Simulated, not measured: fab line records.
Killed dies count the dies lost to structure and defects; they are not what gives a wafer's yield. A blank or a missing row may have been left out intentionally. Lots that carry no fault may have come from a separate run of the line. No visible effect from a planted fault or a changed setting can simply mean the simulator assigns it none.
fab line records	flow nandHarc
record: lots: 6	wafers: 18	lastDay: 25
route steps=1159 shown P_CONTACT@241 P_M0@253 END@1159
lots that met no fault: from a run of the same line without faults
startH: hours from the record's first day to the start of the lot's first wafer shown	waitH: hours since the lot's step before	" unchanged from the row above	L1.1+2: one row covering several wafers at once	- no value, or no start given	* or withheld: withheld	< > ~ a bound
route shown NAME@n: NAME is a module with steps in the file, n the number in the route of the first one	usual: average and standard deviation across the fault-free wafers	same: alike in all rows	chamber/n: place in a boat	sites: the reading at each site	_std_site: how widely they spread, as a standard deviation	_edge_site: outer sites' mean less inner sites'	radiusMm: for every site, how far away it sits from the centre of the wafer	mask NAME#n: copy n	behind: the last tool/chamber to shape the wafer	hold: the reason the lot was held/the length of the hold in hours/how it ended	device: which transistor (n, p or np) failed to switch	end of line: the route-end tests of the same wafers	where a step has no rows: the recipe by itself	killed: count of dies lost to structure and defects at first sort (not the wafer's yield)	map: a wafer's dies, x killed, . not, _ none there
set.NAME: the setting that was run; set.NAME@STEP: the one run at that earlier step	model.NAME: the simulator's own value behind a step, which no gauge read
lots at selected steps of the route; one table per step, one row per wafer
services: when a tool's chamber went out of use (startH, in hours from the record's first day, below 0 if earlier), for how many hours, and the reason
== steps ==
step: NHARC_P_CONTACT_CD_MEAS_19
usual: cdNm: 90.0/1.7
lot.wafer	tool	chamber	startH	waitH	cdNm
L514.1	cdSem-01	-	113.58	-	92.0
L514.3	"	-	"	"	89.9
L514.6	"	-	"	"	91.1
L519.2	cdSem-01	-	151.79	-	90.8
L519.3	"	-	"	"	89.1
L519.4	"	-	"	"	89.6
L523.3	cdSem-03	-	170.13	-	90.9
L523.4	"	-	"	"	90.0
L523.5	"	-	"	"	89.3
L529.3	cdSem-02	-	207.77	-	91.5
L529.5	"	-	"	"	89.9
L529.6	"	-	"	"	91.7
L533.2	cdSem-03	-	231.84	-	90.7
L533.4	"	-	"	"	90.7
L533.6	"	-	"	"	90.4
L534.2	cdSem-01	-	241.29	-	88.2
L534.3	"	-	"	"	88.3
L534.5	"	-	"	"	88.4
step: NHARC_P_CONTACT_STRIP_28
recipe: o2FlowSccm: 500	arFlowSccm: 0	biasW: 0	chemistry: O2
step: NHARC_P_CONTACT_STRIP_29
recipe: timeS: 1200	tempC: 72.5	chemistry: postEtchResidueRemover
step: NHARC_P_CONTACT_DEGAS_38
recipe: tempC: 300	timeS: 60
step: NHARC_P_CONTACT_PRE_CLEAN_39
recipe: timeS: 19.5	biasV: 250	gas: Ar
step: NHARC_P_CONTACT_PVD_32
recipe: targetThkA: 50	chamberPressurePa: 5	powerW: 5000	substrateTempC: 200	timeS: 17.7	material: Ti
step: NHARC_P_CONTACT_ALD_22
recipe: targetThkA: 30	pulseTimeS: 1	aldCycles: 150	tempC: 450	material: TiN
usual: heaterPowerW: 1095/95	precursorPulseHeightRel: 1.000/0.022	susceptorTempC: 449.95/0.25
lot.wafer	tool	chamber	startH	waitH	heaterPowerW	precursorPulseHeightRel	susceptorTempC
L514.1	aldMetal-04	2	114.58	-	1099	1.020	449.94
L514.3	"	3	"	"	990	0.965	450.12
L514.6	"	2	"	"	1144	0.984	450.05
L519.3	aldMetal-02	2	152.92	0.1	919	1.001	449.99
L519.4	"	3	"	"	1228	1.011	450.03
L519.2	"	0	"	"	1162	0.989	449.45
L523.3	aldMetal-04	2	171.08	-	1150	1.007	449.87
L523.4	"	1	"	"	1002	0.978	449.92
L523.5	"	2	"	"	1148	1.024	450.31
L529.3	aldMetal-04	0	208.93	-	1061	1.002	449.88
L529.6	"	3	"	"	969	0.999	450.12
L529.5	"	0	"	"	1062	1.024	449.66
L533.2	aldMetal-01	1	232.81	-	1256	1.000	449.75
L533.4	"	3	"	"	1119	0.967	450.05
L533.6	"	0	"	"	973	1.042	449.88
L534.3	aldMetal-01	3	242.30	-	1122	0.993	450.17
L534.2	"	0	"	"	990	1.056	450.05
L534.5	"	1	"	"	1255	0.973	450.01
step: NHARC_P_CONTACT_CVD_23
recipe: targetThkA: 2000	tempC: 300	pressureTorr: 40	wf6FlowSccm: 40	h2FlowSccm: 1600	arFlowSccm: 1560	timeS: 557	material: W
step: NHARC_P_CONTACT_CMP_24
recipe: tOverpolishS: 30	targetThkNm: 200
step: NHARC_P_CONTACT_SRD_26
step: NHARC_P_CONTACT_INSPECT_27
usual: rawDefectCount: 301/120
lot.wafer	tool	chamber	startH	waitH	rawDefectCount
L514.1	defectInspect-02	-	120.12	0.1	138
L514.3	"	-	"	"	160
L514.6	"	-	"	"	257
L519.2	defectInspect-02	-	154.17	0.1	356
L519.3	"	-	"	"	246
L519.4	"	-	"	"	172
L523.3	defectInspect-02	-	172.85	0.1	329
L523.4	"	-	"	"	289
L523.5	"	-	"	"	259
L529.3	defectInspect-01	-	210.20	0.1	164
L529.5	"	-	"	"	200
L529.6	"	-	"	"	347
L533.2	defectInspect-01	-	238.97	0.1	402
L533.4	"	-	"	"	242
L533.6	"	-	"	"	236
L534.2	defectInspect-01	-	243.54	0.1	252
L534.3	"	-	"	"	323
L534.5	"	-	"	"	351
step: NHARC_P_M0_DEP_00
recipe: targetThkA: 1500	targetThkNm: 150	tempC: withheld	pressureTorr: 5	flowSccm: 200	rfW: 600	material: SiOC
lot.wafer	tool	chamber	startH	waitH
L514.3+1+6	pecvd-04	0,2,0	120.19	0.1
L519.3+2+4	pecvd-01	1,2,1	154.23	0.1
L523.3+4+5	pecvd-01	0,2,0	172.96	0.1
L529.3+5+6	pecvd-02	2,2,1	210.33	0.1
L533.2+4+6	pecvd-02	2,1,2	239.39	0.4
L534.3+2+5	pecvd-02	2,1,2	243.61	0.1
step: NHARC_P_M0_DEHYDRATE_01
recipe: tempC: 150	timeS: 120
step: NHARC_P_M0_HMDS_02
recipe: timeS: 30
step: NHARC_P_M0_COAT_33
recipe: tempC: 200	timeS: 65
step: NHARC_P_M0_COAT_03
recipe: spinRpm: 1500	resistThkNm: 90
step: NHARC_P_M0_SOFTBAKE_04
recipe: tempC: 105	timeS: 55
step: NHARC_P_M0_EBR_05
step: NHARC_P_M0_EXPOSE_06
recipe: na: 1.35	targetCdNm: 90	doseMj: 81.28	maskId: P_M0
step: NHARC_P_M0_PEB_07
recipe: pebTempC: 100	pebTimeS: 65
step: NHARC_P_M0_DEVELOP_08
recipe: developTimeS: 35	devTempC: 23
step: NHARC_P_M0_CD_MEAS_09
recipe: targetCdNm: 90	landingEnergyEv: 500
usual: cdNm: 90.1/0.55
lot.wafer	tool	chamber	startH	waitH	cdNm
L514.1	cdSem-01	0	120.90	-	90.0
L514.3	"	0	"	"	89.1
L514.6	"	0	"	"	89.7
L519.2	cdSem-02	0	155.07	-	89.6
L519.3	"	0	"	"	88.7
L519.4	"	0	"	"	89.8
L523.3	cdSem-01	0	173.76	-	90.0
L523.4	"	0	"	"	89.4
L523.5	"	0	"	"	90.1
L529.3	cdSem-03	0	211.17	-	90.0
L529.5	"	0	"	"	90.6
L529.6	"	0	"	"	90.6
L533.2	cdSem-01	0	240.01	-	89.1
L533.4	"	0	"	"	89.7
L533.6	"	0	"	"	89.9
L534.2	cdSem-03	0	244.44	-	89.4
L534.3	"	0	"	"	90.2
L534.5	"	0	"	"	90.0
step: NHARC_P_M0_OVL_MEAS_10
recipe: pitchNm: 180
usual: overlayXNm: 0.2/0.78	overlayYNm: -0.1/1
lot.wafer	tool	chamber	startH	waitH	overlayXNm	overlayYNm
L514.1	overlay-01	-	121.00	-	-1.7	-1.9
L514.3	"	-	"	"	-1.6	-2.1
L514.6	"	-	"	"	-2.0	-1.7
L519.2	overlay-01	-	155.16	-	1.2	-0.5
L519.3	"	-	"	"	0.7	-0.4
L519.4	"	-	"	"	0.1	-0.4
L523.3	overlay-01	-	173.84	-	0.2	-0.1
L523.4	"	-	"	"	-0.1	0.0
L523.5	"	-	"	"	1.0	-0.3
L529.3	overlay-02	-	211.25	-	0.0	0.5
L529.5	"	-	"	"	-0.3	0.4
L529.6	"	-	"	"	-0.5	0.5
L533.2	overlay-02	-	240.11	-	-0.5	0.1
L533.4	"	-	"	"	0.6	-0.4
L533.6	"	-	"	"	-0.2	-0.3
L534.2	overlay-01	-	244.53	-	0.8	-1.0
L534.3	"	-	"	"	0.4	-0.1
L534.5	"	-	"	"	0.6	0.0
step: NHARC_P_M0_INSPECT_11
usual: rawDefectCount: 3.8/2.2
lot.wafer	tool	chamber	startH	waitH	rawDefectCount
L514.1	defectInspect-02	-	121.03	0.0	2
L514.3	"	-	"	"	1
L514.6	"	-	"	"	0
L519.2	defectInspect-02	-	155.19	0.0	6
L519.3	"	-	"	"	1
L519.4	"	-	"	"	1
L523.3	defectInspect-01	-	173.88	0.0	5
L523.4	"	-	"	"	4
L523.5	"	-	"	"	7
L529.3	defectInspect-02	-	211.29	0.0	4
L529.5	"	-	"	"	6
L529.6	"	-	"	"	5
L533.2	defectInspect-02	-	240.15	0.0	5
L533.4	"	-	"	"	2
L533.6	"	-	"	"	1
L534.2	defectInspect-01	-	244.57	0.0	4
L534.3	"	-	"	"	1
L534.5	"	-	"	"	4
step: NHARC_P_M0_DESCUM_14
recipe: timeS: 3	o2FlowSccm: 200	arFlowSccm: 0	biasPowerW: 0	chemistry: O2
usual: drypumpMotorCurrentA: 5.62/0.28	o2FlowSccm: 200.0/0.67	oesProductAu: 0.996/0.017	rfVppV: 57.9/0.92	showerheadPlenumPTorr: 1.93/0.094	throttleValvePct: 11.311/0.0092
lot.wafer	tool	chamber	startH	waitH	drypumpMotorCurrentA	o2FlowSccm	oesProductAu	rfHoursCounterH	rfVppV	showerheadPlenumPTorr	throttleValvePct
L514.1	rieDiel-12	1	121.10	0.1	5.64	200.3	0.987	6	58.6	1.92	11.310
L514.3	"	2	"	"	5.54	200.0	0.976	6	58.3	1.86	11.312
L514.6	"	2	"	"	5.53	200.8	0.977	-	55.9	1.86	11.311
L519.3	rieDiel-09	3	155.25	0.1	5.31	199.2	0.996	4	59.3	2.06	11.302
L519.2	"	0	"	"	5.78	200.6	1.026	5	58.1	2.06	11.314
L519.4	"	2	"	"	5.70	199.4	0.987	5	56.8	1.86	11.322
L523.4	rieDiel-12	2	173.94	0.1	5.53	200.7	0.973	10	57.7	1.86	11.296
L523.3	"	0	"	"	5.91	200.0	1.008	10	57.0	1.93	11.316
L523.5	"	2	"	"	5.54	201.3	0.965	-	57.8	1.86	11.311
L529.3	rieDiel-01	2	211.36	0.1	6.02	200.1	0.974	4	58.4	2.03	11.295
L529.5	"	1	"	"	5.40	199.4	0.992	-	57.7	1.96	11.311
L529.6	"	2	"	"	6.02	199.1	0.980	-	58.9	2.03	11.309
L533.4	rieDiel-09	2	240.30	0.1	5.73	200.4	0.985	10	56.6	1.86	11.288
L533.2	"	3	"	"	5.30	201.1	0.995	10	58.3	2.06	11.329
L533.6	"	1	"	"	5.62	199.7	1.007	-	58.2	1.84	11.323
L534.2	rieDiel-12	1	244.63	0.1	5.66	199.1	1.001	3	58.1	1.92	11.304
L534.3	"	0	"	"	5.90	200.1	0.999	2	57.3	1.93	11.317
L534.5	"	2	"	"	5.54	200.2	0.978	-	57.2	1.86	11.327
step: NHARC_P_M0_ETCH_34
recipe: targetDepthA: 400	overetchA: 120	timeS: 43.94	ionEnergyEv: 200	n2FlowSccm: 150	h2FlowSccm: 150	arFlowSccm: 0	rfW: 400	biasW: 150	chemistry: N2/H2
step: NHARC_P_M0_ETCH_15
recipe: targetDepthA: 1500	overetchA: 150	timeS: 82.5	c4f8FlowSccm: withheld	arFlowSccm: 400	rfW: 600	biasW: 300	chemistry: C4F8/Ar
step: NHARC_P_M0_CD_MEAS_16
usual: cdNm: 90.1/0.79
lot.wafer	tool	chamber	startH	waitH	cdNm
L514.1	cdSem-01	-	121.39	-	90.3
L514.3	"	-	"	"	88.8
L514.6	"	-	"	"	90.6
L519.2	cdSem-03	-	155.56	-	88.4
L519.3	"	-	"	"	88.5
L519.4	"	-	"	"	89.2
L523.3	cdSem-03	-	174.24	-	89.5
L523.4	"	-	"	"	88.4
L523.5	"	-	"	"	89.4
L529.3	cdSem-01	-	211.65	-	89.7
L529.5	"	-	"	"	90.5
L529.6	"	-	"	"	90.1
L533.2	cdSem-02	-	240.58	-	88.8
L533.4	"	-	"	"	89.7
L533.6	"	-	"	"	91.6
L534.2	cdSem-02	-	244.93	-	90.0
L534.3	"	-	"	"	89.4
L534.5	"	-	"	"	90.6
step: NHARC_P_M0_STRIP_18
recipe: powerW: 1000	n2FlowSccm: 150	h2FlowSccm: 150	arFlowSccm: 0	biasW: 0	chemistry: N2/H2
step: NHARC_P_M0_STRIP_19
recipe: timeS: 600	tempC: 30	chemistry: postEtchResidueRemover
step: NHARC_P_M0_DEGAS_28
recipe: tempC: 250	timeS: 60
step: NHARC_P_M0_PRE_CLEAN_29
recipe: timeS: 30	tempC: 280	gas: H2/He
usual: heaterPowerW: 423/55	susceptorTempC: 279.99/0.18
lot.wafer	tool	chamber	startH	waitH	heaterPowerW	susceptorTempC
L514.3	pvdSputter-03	-	-	-	495	279.88
L514.1	"	-	"	"	427	279.87
L514.6	"	-	"	"	368	280.07
L519.2	pvdSputter-03	-	-	-	497	279.94
L519.4	"	-	"	"	367	280.08
L519.3	"	-	"	"	430	279.91
L523.4	pvdSputter-02	-	-	-	477	279.75
L523.3	"	-	"	"	488	279.96
L523.5	"	-	"	"	469	280.27
L529.3	pvdSputter-02	-	-	-	475	280.14
L529.6	"	-	"	"	339	280.12
L529.5	"	-	"	"	469	280.00
L533.2	pvdSputter-03	-	-	-	439	280.03
L533.4	"	-	"	"	346	279.93
L533.6	"	-	"	"	487	279.89
L534.2	pvdSputter-02	-	-	-	348	280.11
L534.3	"	-	"	"	491	279.75
L534.5	"	-	"	"	355	279.88
step: NHARC_P_M0_PVD_20
recipe: targetThkA: 50	biasV: 168.6	powerW: 15000	chamberPressurePa: 0.12	timeS: 8.06	substrateTempC: 50	material: TaN
step: NHARC_P_M0_PVD_21
recipe: targetThkA: 300	chamberPressurePa: 5	powerW: 5000	substrateTempC: 30	timeS: 20.49	material: Cu
usual: cathodeDcPowerW: 4999.9/0.96	throttleValvePct: 30.3/1.1
lot.wafer	tool	chamber	startH	waitH	cathodeDcPowerW	throttleValvePct
L514.3	pvdSputter-03	-	-	-	4999.9	29.8
L514.1	"	-	"	"	4999.0	30.2
L514.6	"	-	"	"	4999.9	30.2
L519.2	pvdSputter-03	-	-	-	4999.3	29.6
L519.3	"	-	"	"	4999.5	30.4
L519.4	"	-	"	"	4999.3	30.6
L523.3	pvdSputter-02	-	-	-	4998.8	31.4
L523.4	"	-	"	"	5000.6	27.9
L523.5	"	-	"	"	5000.9	29.2
L529.3	pvdSputter-02	-	-	-	5000.7	27.9
L529.6	"	-	"	"	5000.8	27.6
L529.5	"	-	"	"	5001.1	29.3
L533.2	pvdSputter-03	-	-	-	4998.0	30.0
L533.4	"	-	"	"	5001.3	30.1
L533.6	"	-	"	"	5000.4	30.4
L534.3	pvdSputter-02	-	-	-	4999.0	32.1
L534.2	"	-	"	"	4999.5	28.2
L534.5	"	-	"	"	5000.3	32.2
step: NHARC_P_M0_ECD_22
recipe: targetThkA: 4000	bathTempC: 25	material: Cu
step: NHARC_P_M0_ANNEAL_30
recipe: tempC: 225	timeS: 90
usual: wafer_temp_C_max: 225.76/0.22
lot.wafer	tool	chamber	startH	waitH	wafer_temp_C_max
L514.1	rtpAnneal-02	0	122.78	0.4	225.89
L514.3	"	0	"	"	225.39
L514.6	"	0	"	"	225.59
L519.2	rtpAnneal-01	0	157.10	0.5	225.83
L519.3	"	0	"	"	225.92
L519.4	"	0	"	"	225.87
L523.3	rtpAnneal-01	0	175.70	-	225.90
L523.4	"	0	"	"	225.76
L523.5	"	0	"	"	225.65
L529.3	rtpAnneal-01	0	213.14	0.3	225.86
L529.5	"	0	"	"	225.63
L529.6	"	0	"	"	225.85
L533.2	rtpAnneal-01	0	241.99	-	226.23
L533.4	"	0	"	"	226.12
L533.6	"	0	"	"	225.67
L534.2	rtpAnneal-01	0	246.34	0.4	226.12
L534.3	"	0	"	"	225.82
L534.5	"	0	"	"	225.86
step: NHARC_P_M0_CMP_23
recipe: tOverpolishS: 20	targetThkNm: 117.53
step: NHARC_P_M0_SRD_25
step: NHARC_P_M0_INSPECT_27
usual: rawDefectCount: 294/120
lot.wafer	tool	chamber	startH	waitH	rawDefectCount
L514.1	defectInspect-01	-	123.60	0.0	181
L514.3	"	-	"	"	239
L514.6	"	-	"	"	293
L519.2	defectInspect-02	-	157.87	0.0	185
L519.3	"	-	"	"	108
L519.4	"	-	"	"	350
L523.3	defectInspect-02	-	176.41	0.0	331
L523.4	"	-	"	"	289
L523.5	"	-	"	"	402
L529.3	defectInspect-02	-	213.85	0.0	365
L529.5	"	-	"	"	351
L529.6	"	-	"	"	399
L533.2	defectInspect-02	-	242.76	0.0	130
L533.4	"	-	"	"	209
L533.6	"	-	"	"	162
L534.2	defectInspect-01	-	247.13	0.0	215
L534.3	"	-	"	"	451
L534.5	"	-	"	"	195
step: NHARC_END_SORT_01
recipe: tempC: 25
usual: defectLimitedYield: 95.8/1.3	killedAtArray: 24/8.7	killedAtOther: 0.8/1.2	killedAtPeriphery: 3.6/2.3	killedDies: 28/8.9	killedOpen: 3.2/1.9	killedShort: 2.0/1.6	sort_bin_2_pct: 1.3/0.57	sort_bin_3_pct: 0.22/0.19	sort_bin_4_pct: 2.7/0.89	sortNPass: 649/8.9	sortRimYieldPct: 95/3.1	sortYieldPct: 95.8/1.3
same: grossDies: 677	sort_bin_5_pct[%]: 0	sort_bin_6_pct[%]: 0	sort_bin_7_pct[%]: 0	sort_bin_8_pct[%]: 0	sortRimNGross: 106.00
lot.wafer	tool	chamber	startH	waitH	defectLimitedYield[%]	killedAtArray	killedAtOther	killedAtPeriphery	killedDies	killedOpen	killedShort	sort_bin_2_pct[%]	sort_bin_3_pct[%]	sort_bin_4_pct[%]	sortNPass	sortRimYieldPct[%]	sortYieldPct[%]
L514.1	prober-01	0	464.62	2.5	96.9	16	0	5	21	5	2	0.9	0.15	2.1	656	98	96.9
L514.3	prober-01	0	466.21	3.1	95.9	22	1	5	28	5	6	0.7	0.15	3.2	649	97	95.9
L514.6	prober-01	0	468.60	4.0	96.9	20	1	0	21	1	0	0.7	0	2.4	656	95	96.9
L523.3	prober-01	0	498.29	3.1	92.2	47	0	6	53	7	1	2.4	0.59	4.9	624	91	92.2
L523.4	prober-01	0	499.09	3.4	94.1	33	1	6	40	4	1	1.2	0.30	4.4	637	90	94.1
L523.5	prober-01	0	499.89	3.7	94.7	34	0	2	36	2	3	1.6	0.15	3.5	641	98	94.7
L519.2	prober-01	0	505.23	2.8	96.6	20	0	3	23	4	3	0.9	0.15	2.4	654	92	96.6
L519.3	prober-01	0	506.04	3.1	96.2	23	1	2	26	2	4	1.3	0.44	2.1	651	97	96.2
L519.4	prober-01	0	506.85	3.4	96.5	22	1	1	24	3	1	1.2	0	2.4	653	97	96.5
L529.3	prober-02	0	563.46	3.1	94.4	34	0	4	38	2	3	1.8	0.44	3.4	639	99	94.4
L529.6	prober-02	0	565.81	3.9	94.4	35	0	3	38	1	1	1.5	0.59	3.5	639	92	94.4
L533.2	prober-02	0	570.39	2.8	0	28	0	649	677	1	0	96.5	0.44	3.1	0	0	0
L533.6	prober-02	0	573.60	4.0	0	29	0	648	677	2	3	96.6	0.30	3.1	0	0	0
L534.3	prober-02	0	586.84	3.1	0	20	3	654	677	5	2	97.0	0.15	2.8	0	0	0
L534.5	prober-02	0	588.44	3.7	0	22	0	655	677	4	2	96.8	0	3.2	0	0	0
killed by level:class
L514.1 A_SLIT:chamberFilmFlake=8 P_GATE:geometricParticle:open=3 A_WL_FILL:chamberFilmFlake=2 P_M0:geometricParticle:short=1 A_CHANNEL_FILL_D1:geometricParticle:open=1 A_WL_FILL:geometricParticle:open=1 A_CONTACT:geometricParticle:short=1 P_STI:chamberFilmFlake=1
L514.3 A_SLIT:chamberFilmFlake=7 A_STAIRCASE:chamberFilmFlake=4 A_CHANNEL_HOLE_D1:chamberFilmFlake=3 P_GATE:geometricParticle:open=2 A_CHANNEL_FILL_D1:geometricParticle:short=2 A_WL_FILL:chamberFilmFlake=2 P_STI:geometricParticle:open=1 P_GATE:geometricParticle:short=1
L514.6 A_STAIRCASE:chamberFilmFlake=7 A_SLIT:chamberFilmFlake=6 A_CHANNEL_HOLE_D1:chamberFilmFlake=4 A_WL_FILL:chamberFilmFlake=2 A_SOURCE_PLATE:geometricParticle:open=1 THIN_TSV:chamberFilmFlake=1
L523.3 A_CHANNEL_HOLE_D1:chamberFilmFlake=16 A_SLIT:chamberFilmFlake=15 A_CONTACT:chamberFilmFlake=9 A_STAIRCASE:chamberFilmFlake=3 P_M0:geometricParticle:open=2 P_GATE:geometricParticle:open=1 P_M1:geometricParticle:open=1 A_ONON_D1:geometricParticle:open=1
L523.4 A_CHANNEL_HOLE_D1:chamberFilmFlake=19 A_SLIT:chamberFilmFlake=6 P_BONDPAD:chamberFilmFlake=3 A_CONTACT:chamberFilmFlake=3 A_WL_FILL:chamberFilmFlake=2 P_GATE:geometricParticle:open=1 P_CONTACT:geometricParticle:open=1 A_SGD_CUT:geometricParticle:short=1
L523.5 A_SLIT:chamberFilmFlake=15 A_CHANNEL_HOLE_D1:chamberFilmFlake=10 A_STAIRCASE:chamberFilmFlake=3 P_BONDPAD:chamberFilmFlake=1 A_ONON_D1:geometricParticle:open=1 A_ONON_D1:geometricParticle:short=1 A_CHANNEL_FILL_D1:geometricParticle:short=1 A_SGD_CUT:geometricParticle:short=1
L519.2 A_CHANNEL_HOLE_D1:chamberFilmFlake=11 A_ONON_D1:geometricParticle:open=2 A_M0:geometricParticle:short=2 A_STAIRCASE:chamberFilmFlake=2 P_M2:geometricParticle:open=1 A_SOURCE_PLATE:geometricParticle:open=1 A_ONON_D1:geometricParticle:short=1 P_ZERO_WELL:chamberFilmFlake=1
L519.3 A_CHANNEL_HOLE_D1:chamberFilmFlake=18 P_GATE:geometricParticle:short=2 A_M0:geometricParticle:open=2 A_WL_FILL:geometricParticle:short=1 A_BLC:geometricParticle:short=1 A_STAIRCASE:chamberFilmFlake=1 THIN_TSV:chamberFilmFlake=1
L519.4 A_CHANNEL_HOLE_D1:chamberFilmFlake=16 A_CONTACT:chamberFilmFlake=2 A_ONON_D1:geometricParticle:open=1 A_ONON_D1:geometricParticle:short=1 A_CHANNEL_HOLE_D1:geometricParticle:open=1 A_CHANNEL_FILL_D1:geometricParticle:open=1 P_GATE:chamberFilmFlake=1 THIN_TSV:chamberFilmFlake=1
L529.3 A_SLIT:chamberFilmFlake=17 A_CHANNEL_HOLE_D1:chamberFilmFlake=3 A_CONTACT:chamberFilmFlake=3 A_BLC:chamberFilmFlake=3 A_WL_FILL:geometricParticle:short=2 A_ZERO_WELL:chamberFilmFlake=2 A_BONDPAD:chamberFilmFlake=2 P_GATE:geometricParticle:open=1
L529.6 A_SLIT:chamberFilmFlake=13 A_CHANNEL_HOLE_D1:chamberFilmFlake=8 A_BLC:chamberFilmFlake=6 A_BONDPAD:chamberFilmFlake=3 A_CONTACT:chamberFilmFlake=2 A_CHANNEL_FILL_D1:geometricParticle:open=1 A_CONTACT:geometricParticle:short=1 P_STI:chamberFilmFlake=1
L533.2 P_M0:areaDep=646 A_SLIT:chamberFilmFlake=17 A_CONTACT:chamberFilmFlake=4 A_CHANNEL_HOLE_D1:chamberFilmFlake=3 P_GATE:chamberFilmFlake=2 A_STAIRCASE:chamberFilmFlake=2 A_SGD_CUT:geometricParticle:open=1 P_STI:chamberFilmFlake=1
L533.6 P_M0:areaDep=644 A_SLIT:chamberFilmFlake=13 A_CONTACT:chamberFilmFlake=6 A_CHANNEL_HOLE_D1:chamberFilmFlake=4 P_M1:chamberFilmFlake=3 P_GATE:geometricParticle:open=1 A_CHANNEL_HOLE_D1:geometricParticle:short=1 A_CHANNEL_FILL_D1:geometricParticle:short=1
L534.3 P_M0:areaDep=652 A_CHANNEL_HOLE_D1:chamberFilmFlake=5 A_CONTACT:chamberFilmFlake=4 A_ZERO_WELL:chamberFilmFlake=3 THIN_TSV:chamberFilmFlake=3 P_GATE:geometricParticle:open=1 P_CONTACT:geometricParticle:open=1 A_CHANNEL_FILL_D1:geometricParticle:open=1
L534.5 P_M0:areaDep=650 A_CHANNEL_HOLE_D1:chamberFilmFlake=10 A_CONTACT:chamberFilmFlake=4 A_STAIRCASE:chamberFilmFlake=3 A_CONTACT:geometricParticle:open=2 P_GATE:geometricParticle:short=1 P_CONTACT:geometricParticle:short=1 P_M1:geometricParticle:open=1
map L533.2 (x killed, . not)
____________x____________
_________xxxxxxx_________
_______xxxxxxxxxxx_______
______xxxxxxxxxxxxx______
_____xxxxxxxxxxxxxxx_____
____xxxxxxxxxxxxxxxxx____
____xxxxxxxxxxxxxxxxx____
___xxxxxxxxxxxxxxxxxxx___
___xxxxxxxxxxxxxxxxxxx___
__xxxxxxxxxxxxxxxxxxxxx__
__xxxxxxxxxxxxxxxxxxxxx__
_xxxxxxxxxxxxxxxxxxxxxxx_
_xxxxxxxxxxxxxxxxxxxxxxx_
_xxxxxxxxxxxxxxxxxxxxxxx_
_xxxxxxxxxxxxxxxxxxxxxxx_
_xxxxxxxxxxxxxxxxxxxxxxx_
xxxxxxxxxxxxxxxxxxxxxxxxx
xxxxxxxxxxxxxxxxxxxxxxxxx
xxxxxxxxxxxxxxxxxxxxxxxxx
xxxxxxxxxxxxxxxxxxxxxxxxx
xxxxxxxxxxxxxxxxxxxxxxxxx
_xxxxxxxxxxxxxxxxxxxxxxx_
_xxxxxxxxxxxxxxxxxxxxxxx_
_xxxxxxxxxxxxxxxxxxxxxxx_
_xxxxxxxxxxxxxxxxxxxxxxx_
_xxxxxxxxxxxxxxxxxxxxxxx_
__xxxxxxxxxxxxxxxxxxxxx__
__xxxxxxxxxxxxxxxxxxxxx__
___xxxxxxxxxxxxxxxxxxx___
___xxxxxxxxxxxxxxxxxxx___
____xxxxxxxxxxxxxxxxx____
____xxxxxxxxxxxxxxxxx____
_____xxxxxxxxxxxxxxx_____
______xxxxxxxxxxxxx______
_______xxxxxxxxxxx_______
_________xxxxxxx_________
____________x____________
map L534.3 (x killed, . not)
____________x____________
_________xxxxxxx_________
_______xxxxxxxxxxx_______
______xxxxxxxxxxxxx______
_____xxxxxxxxxxxxxxx_____
____xxxxxxxxxxxxxxxxx____
____xxxxxxxxxxxxxxxxx____
___xxxxxxxxxxxxxxxxxxx___
___xxxxxxxxxxxxxxxxxxx___
__xxxxxxxxxxxxxxxxxxxxx__
__xxxxxxxxxxxxxxxxxxxxx__
_xxxxxxxxxxxxxxxxxxxxxxx_
_xxxxxxxxxxxxxxxxxxxxxxx_
_xxxxxxxxxxxxxxxxxxxxxxx_
_xxxxxxxxxxxxxxxxxxxxxxx_
_xxxxxxxxxxxxxxxxxxxxxxx_
xxxxxxxxxxxxxxxxxxxxxxxxx
xxxxxxxxxxxxxxxxxxxxxxxxx
xxxxxxxxxxxxxxxxxxxxxxxxx
xxxxxxxxxxxxxxxxxxxxxxxxx
xxxxxxxxxxxxxxxxxxxxxxxxx
_xxxxxxxxxxxxxxxxxxxxxxx_
_xxxxxxxxxxxxxxxxxxxxxxx_
_xxxxxxxxxxxxxxxxxxxxxxx_
_xxxxxxxxxxxxxxxxxxxxxxx_
_xxxxxxxxxxxxxxxxxxxxxxx_
__xxxxxxxxxxxxxxxxxxxxx__
__xxxxxxxxxxxxxxxxxxxxx__
___xxxxxxxxxxxxxxxxxxx___
___xxxxxxxxxxxxxxxxxxx___
____xxxxxxxxxxxxxxxxx____
____xxxxxxxxxxxxxxxxx____
_____xxxxxxxxxxxxxxx_____
______xxxxxxxxxxxxx______
_______xxxxxxxxxxx_______
_________xxxxxxx_________
____________x____________
== services ==
tool	chamber	startH	hours	kind
rieDiel-01	2	95.14	6.2	repair
aldMetal-01	-	102.00	10.0	pm
pvdSputter-03	-	102.00	10.0	pm
pecvd-02	-	103.13	0.9	repair
rieDiel-01	-	137.82	9.0	pm
rieDiel-12	-	144.09	0.6	repair
rieDiel-01	2	148.38	8.2	repair
aldMetal-01	-	150.84	2.7	repair
pecvd-02	-	153.11	13.0	pm
aldMetal-02	3	159.60	6.2	repair
rieDiel-09	2	164.67	4.8	repair
pecvd-02	1	169.26	6.8	repair
rieDiel-01	-	184.53	0.7	repair
aldMetal-01	1	185.23	21.0	repair
aldMetal-02	-	186.00	10.0	pm
rieDiel-09	-	186.22	0.4	repair
pecvd-04	-	195.36	13.0	pm
rieDiel-12	-	202.41	9.0	pm
aldMetal-02	0	210.96	12.9	repair
pvdSputter-02	-	217.21	10.0	pm
aldMetal-04	-	228.00	10.0	pm
pecvd-01	-	237.32	13.0	pm
aldMetal-04	2	241.15	20.9	repair
pvdSputter-03	-	245.48	3.0	repair
== key ==
firstSign: step: NHARC_END_SORT_01	reading: killedAtPeriphery	direction: up	sigmas: 99+	usual: 3.6	struck: 651.5
effect: step: NHARC_END_SORT_01	reading: sort_bin_2_pct	direction: up	sigmas: 99+	usual: 1.3	struck: 96.7
moreKillsBornAt: NHARC_P_M0_DEP_00@pecvd-02: 2592
metAt NHARC_P_M0_DEP_00
struckWafers L533.2,L533.6,L534.3,L534.5
laterRowsLeftOut L533.2,L533.6,L534.3,L534.5
onsetBetween 210.33 239.39
fault: kind: processParameterDrift	tool: pecvd-02	chamber: 2	onsetH: 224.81	steps: NHARC_P_M0_DEP_00	channel: targetThkNm	offset: 67.012	shape: step	endH: 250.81	actsIn: theseRecipesOnly	stated: 150
laterRowsLeftOut: the simulator's readings of these wafers behind a module that went badly wrong aren't trusted and aren't shown, but for the sort
